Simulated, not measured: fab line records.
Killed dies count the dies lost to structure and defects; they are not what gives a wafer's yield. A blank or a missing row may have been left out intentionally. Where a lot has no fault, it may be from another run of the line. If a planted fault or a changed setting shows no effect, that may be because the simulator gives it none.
Matching of chambers :: flow n5-finfet :: pecvd-04 running N5_BEOL_M10_ILD_DEP_00: 3 sister chambers
The step deposits SiCOH lowk from DEMS/porogen, target thk 308.51 nm, time 58 s. 18 wafers are shown with their chamber, then 9 later ones without.

## WAFERS WITH THEIR CHAMBER
wafer: L075.2
chamber: 0
throttle-valve-pct (%): 13.7
heater-power-w (W): 304
showerhead-plenum-p-Torr (Torr): 5.741

wafer: L075.4
chamber: 1
throttle-valve-pct (%): 13.1
heater-power-w (W): 415
showerhead-plenum-p-Torr (Torr): 5.752

wafer: L075.5
chamber: 0
throttle-valve-pct (%): 13.8
heater-power-w (W): 304
showerhead-plenum-p-Torr (Torr): 5.744

wafer: L081.3
chamber: 1
throttle-valve-pct (%): 13.2
heater-power-w (W): 409
showerhead-plenum-p-Torr (Torr): 5.734

wafer: L081.4
chamber: 0
throttle-valve-pct (%): 14.0
heater-power-w (W): 320
showerhead-plenum-p-Torr (Torr): 5.744

wafer: L081.6
chamber: 2
throttle-valve-pct (%): 12.9
heater-power-w (W): 349
showerhead-plenum-p-Torr (Torr): 5.723

wafer: L082.3
chamber: 0
throttle-valve-pct (%): 13.8
heater-power-w (W): 338
showerhead-plenum-p-Torr (Torr): 5.723

wafer: L082.4
chamber: 2
throttle-valve-pct (%): 13.0
heater-power-w (W): 308
showerhead-plenum-p-Torr (Torr): 5.739

wafer: L082.6
chamber: 0
throttle-valve-pct (%): 14.1
heater-power-w (W): 344
showerhead-plenum-p-Torr (Torr): 5.729

wafer: L083.2
chamber: 1
throttle-valve-pct (%): 13.2
heater-power-w (W): 370
showerhead-plenum-p-Torr (Torr): 5.736

wafer: L083.5
chamber: 1
throttle-valve-pct (%): 13.4
heater-power-w (W): 388
showerhead-plenum-p-Torr (Torr): 5.733

wafer: L083.6
chamber: 2
throttle-valve-pct (%): 12.9
heater-power-w (W): 321
showerhead-plenum-p-Torr (Torr): 5.719

wafer: L088.1
chamber: 0
throttle-valve-pct (%): 14.1
heater-power-w (W): 342
showerhead-plenum-p-Torr (Torr): 5.739

wafer: L088.4
chamber: 1
throttle-valve-pct (%): 13.4
heater-power-w (W): 399
showerhead-plenum-p-Torr (Torr): 5.735

wafer: L088.5
chamber: 0
throttle-valve-pct (%): 14.2
heater-power-w (W): 356
showerhead-plenum-p-Torr (Torr): 5.722

wafer: L090.1
chamber: 2
throttle-valve-pct (%): 13.2
heater-power-w (W): 302
showerhead-plenum-p-Torr (Torr): 5.741

wafer: L090.5
chamber: 1
throttle-valve-pct (%): 13.4
heater-power-w (W): 407
showerhead-plenum-p-Torr (Torr): 5.735

wafer: L090.6
chamber: 2
throttle-valve-pct (%): 13.1
heater-power-w (W): 305
showerhead-plenum-p-Torr (Torr): 5.747

SIGNATURES (averages over the wafers above)
reading: throttle-valve-pct
chamber 0: 13.957
chamber 1: 13.283
chamber 2: 13.020
scatter within a chamber: 0.158

reading: heater-power-w
chamber 0: 329.71
chamber 1: 398.00
chamber 2: 317.00
scatter within a chamber: 19

reading: showerhead-plenum-p-Torr
chamber 0: 5.73457
chamber 1: 5.73750
chamber 2: 5.73380
scatter within a chamber: 0.00969
Rule: for a wafer and a chamber, the distance is found by dividing, reading by reading, the gap between the wafer's reading and the chamber's mean by the reading's scatter, squaring, summing and taking the root. If the next closest chamber is less than 2 further off than the closest, the wafer can't be placed; otherwise it belongs to the closest. How the scatter is found: for the shown wafers, subtract from each reading the mean of its chamber, square and add these, divide the total by (wafers less chambers), then take the root.

## WAFERS MISSING THEIR CHAMBER
wafer: L093.2
throttle-valve-pct (%): 13.0
heater-power-w (W): 286
showerhead-plenum-p-Torr (Torr): 5.732

wafer: L093.4
throttle-valve-pct (%): 13.0
heater-power-w (W): 297
showerhead-plenum-p-Torr (Torr): 5.722

wafer: L093.6
throttle-valve-pct (%): 13.9
heater-power-w (W): 313
showerhead-plenum-p-Torr (Torr): 5.737

wafer: L095.1
throttle-valve-pct (%): 13.8
heater-power-w (W): 358
showerhead-plenum-p-Torr (Torr): 5.738

wafer: L095.3
throttle-valve-pct (%): 13.2
heater-power-w (W): 384
showerhead-plenum-p-Torr (Torr): 5.734

wafer: L095.6
throttle-valve-pct (%): 13.4
heater-power-w (W): 404
showerhead-plenum-p-Torr (Torr): 5.736

wafer: L096.1
throttle-valve-pct (%): 13.3
heater-power-w (W): 380
showerhead-plenum-p-Torr (Torr): 5.744

wafer: L096.3
throttle-valve-pct (%): 13.4
heater-power-w (W): 268
showerhead-plenum-p-Torr (Torr): 5.742

wafer: L096.4
throttle-valve-pct (%): 14.2
heater-power-w (W): 351
showerhead-plenum-p-Torr (Torr): 5.745

## CHAMBER TAKEN BY EACH
wafer: L093.2
from the rows above: 2
in truth: 2

wafer: L093.4
from the rows above: 2
in truth: 2

wafer: L093.6
from the rows above: 0
in truth: 0

wafer: L095.1
from the rows above: 0
in truth: 0

wafer: L095.3
from the rows above: 1
in truth: 1

wafer: L095.6
from the rows above: 1
in truth: 1

wafer: L096.1
from the rows above: 1
in truth: 1

wafer: L096.3
from the rows above: can't be placed: 2 or 0
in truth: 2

wafer: L096.4
from the rows above: 0
in truth: 0
Placed correctly: 8 of 9. These rows do not allow placing 1 (true chamber among the candidates in 1). Wrongly placed: 0.
